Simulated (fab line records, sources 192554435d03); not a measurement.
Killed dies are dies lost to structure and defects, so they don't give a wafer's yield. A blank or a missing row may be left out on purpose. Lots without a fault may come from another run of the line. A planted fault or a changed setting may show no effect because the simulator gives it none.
Chamber matching | flow n5_finfet | N5_MOL_CONTACT_COAG_ETCHBACK_134 on rie_diel-02: 4 sister chambers
The step etches SiO2 in CHF3, target depth 10 nm, time 6.7 s. 4 wafers are shown with their chamber, then 7 later ones without.

WAFERS WITH THEIR CHAMBER
wafer  | chamber | showerhead_plenum_p_Torr (Torr)
L085.5 | 0       | 2.26
L088.1 | 2       | 2.54
L089.1 | 3       | 2.25
L089.2 | 1       | 2.27

WAFERS WITHOUT THEIR CHAMBER
wafer  | showerhead_plenum_p_Torr (Torr)
L089.5 | 2.54
L091.1 | 2.54
L091.2 | 2.25
L091.5 | 2.26
L096.2 | 2.25
L096.3 | 2.53
L096.6 | 2.25

WHICH CHAMBER EACH WENT THROUGH
wafer  | from the rows above | in truth
L089.5 | 2                   | 2
L091.1 | 2                   | 2
L091.2 | 3                   | 3
L091.5 | 0                   | 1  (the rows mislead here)
L096.2 | 3                   | 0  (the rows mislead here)
L096.3 | 2                   | 2
L096.6 | 3                   | 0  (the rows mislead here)
Placed correctly: 4 of 7. Can't be placed from these rows: 0. Placed wrongly: 3.
How it was worked out, from the rows above alone: a wafer's distance from a chamber is the root of the sum, over the readings, of the square of ((its reading less the chamber's mean) divided by the reading's scatter). The wafer belongs to the nearest chamber; if the next one is less than 2 further off, it can't be placed. A chamber's mean is the mean of its shown wafers. The scatter: with one shown wafer a chamber, the root of the mean of the squares of how far each hidden wafer lies from its nearest shown one.
